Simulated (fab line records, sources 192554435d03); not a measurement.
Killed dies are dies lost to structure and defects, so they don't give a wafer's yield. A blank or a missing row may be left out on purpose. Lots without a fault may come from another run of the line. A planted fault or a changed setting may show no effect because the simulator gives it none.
Problem report in the 8D (eight disciplines) form, filled by code | flow n5_finfet | the parts of the form that need people (team, actions taken, sign-off) are left out

1. THE PROBLEM
spin_speed_rpm at N5_BEOL_M8_COAT_63 reads a mean of 1462.3 rpm on 6 wafers of 2 lots; wafers without a fault read 1500.1 rpm with a standard deviation of 1.1. That is -34 standard deviations from the usual mean.
The step: time 60 s, resist thk 60 nm.
First seen on wafer L482.3, day 12 07:28, on litho_track-03. The record holds 12 wafers of 4 lots with a number at this step. Rule for "out", or "out of limits": more than 4 standard deviations from the usual mean. The other wafers with a number count as sound.

2. WHAT IT IS AND WHAT IT IS NOT
question                    | is                     | is not
which readings at this step | spin_speed_rpm         | exhaust_pa
which lots                  | L482, L483             | L477, L494
which wafers of those lots  | all that have a number | -
read on which tools         | litho_track-03         | litho_track-05
when                        | from day 12 07:28      | up to then (3 sound wafers); but 3 sound wafers of L494 came after

3. SUSPECTS, AND WHAT RULES EACH OUT
Counting: a tool at a process step up to the reading stays a suspect if it ran every lot that is out and no sound lot after the first of them.
- litho_track-03 at N5_BEOL_M8_COAT_63 (time 60 s, resist thk 60 nm): kept. It ran every lot that is out, first L482 (day 12 07:28), and no sound lot after that; its last sound lot up to then is L477 (day 10 04:22). Its own readings are out on those wafers: spin_speed_rpm.
Left after counting: litho_track-03 at N5_BEOL_M8_COAT_63.

4. THE CAUSE (what the simulator had put in)
Process parameter drift: litho_track-03, from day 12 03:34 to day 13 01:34, at N5_BEOL_M8_COAT_63. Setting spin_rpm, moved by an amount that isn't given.
Counting left only this tool.

5. THE CHAIN OF EFFECTS, in route order
Each row: a reading whose mean over the struck wafers that have a number lies more than 3 standard deviations from the usual. Only readings for which the record gives a usual standard deviation are gone through. hours: the time from each lot's start at the first step in this table that gives one to its start at this step, as a median over the lots. sigmas: the change in usual standard deviations.
hours | step               | reading        | usual      | on struck wafers | change | sigmas
0     | N5_BEOL_M8_COAT_63 | spin_speed_rpm | 1500.1 rpm | 1462.3           | -37.8  | -34
The process steps in it:
- N5_BEOL_M8_COAT_63: time 60 s, resist thk 60 nm.

6. WHAT WOULD HAVE CAUGHT IT SOONER
In this record the first reading out of limits was taken at day 12 07:28, 4 hours after the fault began at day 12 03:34.
